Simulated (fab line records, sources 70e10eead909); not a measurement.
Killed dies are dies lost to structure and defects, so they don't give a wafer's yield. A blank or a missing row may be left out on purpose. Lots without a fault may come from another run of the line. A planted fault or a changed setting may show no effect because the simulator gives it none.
Chamber matching | flow nand_harc | NHARC_P_BONDPAD_STRIP_15 on rie_diel-01: 4 sister chambers
The step strips in O2. 4 wafers are shown with their chamber, then 12 later ones without.

WAFERS WITH THEIR CHAMBER
wafer  | chamber | showerhead_plenum_p_Torr (Torr)
L086.5 | 0       | 3.60
L086.6 | 1       | 3.40
L092.3 | 3       | 3.55
L092.5 | 2       | 3.50

WAFERS WITHOUT THEIR CHAMBER
wafer  | showerhead_plenum_p_Torr (Torr)
L093.1 | 3.40
L093.5 | 3.60
L093.6 | 3.55
L094.1 | 3.50
L094.3 | 3.55
L094.6 | 3.40
L096.2 | 3.50
L096.4 | 3.40
L096.5 | 3.40
L097.1 | 3.49
L097.3 | 3.59
L097.5 | 3.59

WHICH CHAMBER EACH WENT THROUGH
wafer  | from the rows above | in truth
L093.1 | 1                   | 1
L093.5 | 0                   | 0
L093.6 | 3                   | 3
L094.1 | 2                   | 2
L094.3 | 3                   | 3
L094.6 | 1                   | 1
L096.2 | 2                   | 2
L096.4 | 1                   | 1
L096.5 | 1                   | 1
L097.1 | 2                   | 2
L097.3 | 0                   | 0
L097.5 | 0                   | 0
Placed correctly: 12 of 12. Can't be placed from these rows: 0. Placed wrongly: 0.
How it was worked out, from the rows above alone: a wafer's distance from a chamber is the root of the sum, over the readings, of the square of ((its reading less the chamber's mean) divided by the reading's scatter). The wafer belongs to the nearest chamber; if the next one is less than 2 further off, it can't be placed. A chamber's mean is the mean of its shown wafers. The scatter: with one shown wafer a chamber, the root of the mean of the squares of how far each hidden wafer lies from its nearest shown one.
